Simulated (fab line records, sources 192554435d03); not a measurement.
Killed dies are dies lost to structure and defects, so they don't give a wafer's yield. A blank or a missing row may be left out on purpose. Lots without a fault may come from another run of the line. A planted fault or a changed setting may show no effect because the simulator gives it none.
Split-lot experiment | flow n5_finfet | 7 lots, 39 wafers read, on a route of 1938 steps

THE SPLIT
At N5_ZERO_LAYER_DEVELOP_10 (develop time 60 s), the setting develop_time_s was moved away from the recipe's 60 s on 12 of the 39 wafers read, by -48.3% to +40.9%. The other wafers ran this setting at the recipe's value.

FROM THE SPLIT TO THE READING: what the file shows between them, 1 step
- N5_ZERO_LAYER_HARDBAKE_23: time 120 s

THE READING
cd_nm, in nm, at N5_ZERO_LAYER_CD_MEAS_11 (target cd 2000 nm). Fault-free wafers of this fab line usually give 2001.2 nm, standard deviation 1.9 nm.

wafer  | tool, chamber at the split | develop_time_s as run, s | against the recipe | cd_nm, nm | against lot-mates on the recipe
L074.1 | litho_track-01, 0          | 31.01                    | -48.3%             | 1986.9    | -14.5
L074.2 | litho_track-01, 0          | 31.01                    | -48.3%             | 1985.6    | -15.8
L074.3 | litho_track-01, 0          | 31.01                    | -48.3%             | 1986.7    | -14.7
L074.4 | litho_track-01, 0          | 60                       | recipe             | 2001.8    | -
L074.5 | litho_track-01, 0          | 60                       | recipe             | 2000.5    | -
L074.6 | litho_track-01, 0          | 60                       | recipe             | 2001.8    | -
L076.1 | litho_track-04, 0          | 84.51                    | +40.9%             | 2008.3    | +7.3
L076.2 | litho_track-04, 0          | 60                       | recipe             | 1999.7    | -
L076.3 | litho_track-04, 0          | 84.51                    | +40.9%             | 2012.0    | +11.0
L076.4 | litho_track-04, 0          | 60                       | recipe             | 2002.4    | -
L076.5 | litho_track-04, 0          | 84.51                    | +40.9%             | 2011.7    | +10.7
L076.6 | litho_track-04, 0          | 60                       | recipe             | 2001.0    | -
L082.1 | litho_track-03, 0          | 60                       | recipe             | 1998.4    | -
L082.4 | litho_track-03, 0          | 60                       | recipe             | 2000.3    | -
L082.6 | litho_track-03, 0          | 60                       | recipe             | 2001.2    | -
L086.1 | litho_track-04, 0          | 60                       | recipe             | 2002.2    | -
L086.2 | litho_track-04, 0          | 60                       | recipe             | 1998.0    | -
L086.3 | litho_track-04, 0          | 60                       | recipe             | 1999.0    | -
L086.4 | litho_track-04, 0          | 60                       | recipe             | 2001.1    | -
L086.5 | litho_track-04, 0          | 60                       | recipe             | 2000.3    | -
L086.6 | litho_track-04, 0          | 60                       | recipe             | 1998.1    | -
L088.1 | litho_track-04, 0          | 60                       | recipe             | 2003.3    | -
L088.2 | litho_track-04, 0          | 60                       | recipe             | 2005.6    | -
L088.3 | litho_track-04, 0          | 60                       | recipe             | 2000.2    | -
L088.4 | litho_track-04, 0          | 60                       | recipe             | 2002.6    | -
L088.5 | litho_track-04, 0          | 60                       | recipe             | 2003.2    | -
L088.6 | litho_track-04, 0          | 60                       | recipe             | 2001.9    | -
L094.1 | litho_track-04, 0          | 60                       | recipe             | 2000.2    | -
L094.2 | litho_track-04, 0          | 83.07                    | +38.4%             | 2007.2    | +8.4
L094.3 | litho_track-04, 0          | 60                       | recipe             | 1997.4    | -
L094.4 | litho_track-04, 0          | 83.07                    | +38.4%             | 2005.4    | +6.6
L094.5 | litho_track-04, 0          | 60                       | recipe             | 1998.9    | -
L094.6 | litho_track-04, 0          | 83.07                    | +38.4%             | 2003.5    | +4.7
L095.1 | litho_track-04, 0          | 49.73                    | -17.1%             | 1996.7    | -4.1
L095.2 | litho_track-04, 0          | 60                       | recipe             | 2003.5    | -
L095.3 | litho_track-04, 0          | 49.73                    | -17.1%             | 1998.1    | -2.7
L095.4 | litho_track-04, 0          | 49.73                    | -17.1%             | 2000.0    | -0.8
L095.5 | litho_track-04, 0          | 60                       | recipe             | 1998.5    | -
L095.6 | litho_track-04, 0          | 60                       | recipe             | 2000.5    | -

THE FIT
A straight line over all 39 wafers: cd_nm changes by +0.229 nm for each +1% of develop_time_s; r = +0.90; the points scatter about the line by 2.4 nm.
The same after taking each lot's own level away (the mean of its wafers on the recipe; 39 wafers): +0.245 nm for each +1%; r = +0.94; scatter 1.9 nm.
On that fit, the largest move of develop_time_s shifts the reading by 12 nm.
The lots' own levels span 1998.83 to 2002.80 nm, that is 2.1 times the standard deviation above.
So the lot-to-lot level changes the slope little: the two slopes agree.
Check: with one of the wafers moved furthest among these (-48.3%) left out of the fit, the line predicts -11.8 nm for it against its lot-mates. It came out at -14.5 nm against them.

THE WHOLE CHAIN: every reading that the file lists as answering this split, in the file's order
step                     | what it does             | reading                                                           | change (the file's fit)               | r (the file's)
N5_ZERO_LAYER_CD_MEAS_11 | target cd 2000 nm        | cd_nm                                                             | +0.245 nm for each +1% of the setting | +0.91
N5_ZERO_LAYER_DESCUM_16  | chemistry O2, time 7.9 s | ZERO_LAYER.cd_nm (the simulator's own value, which no gauge read) | +0.246 nm for each +1% of the setting | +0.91

THE FILE'S OWN FIT
cd_nm changes by +0.245 nm for each +1% of develop_time_s, r = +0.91.
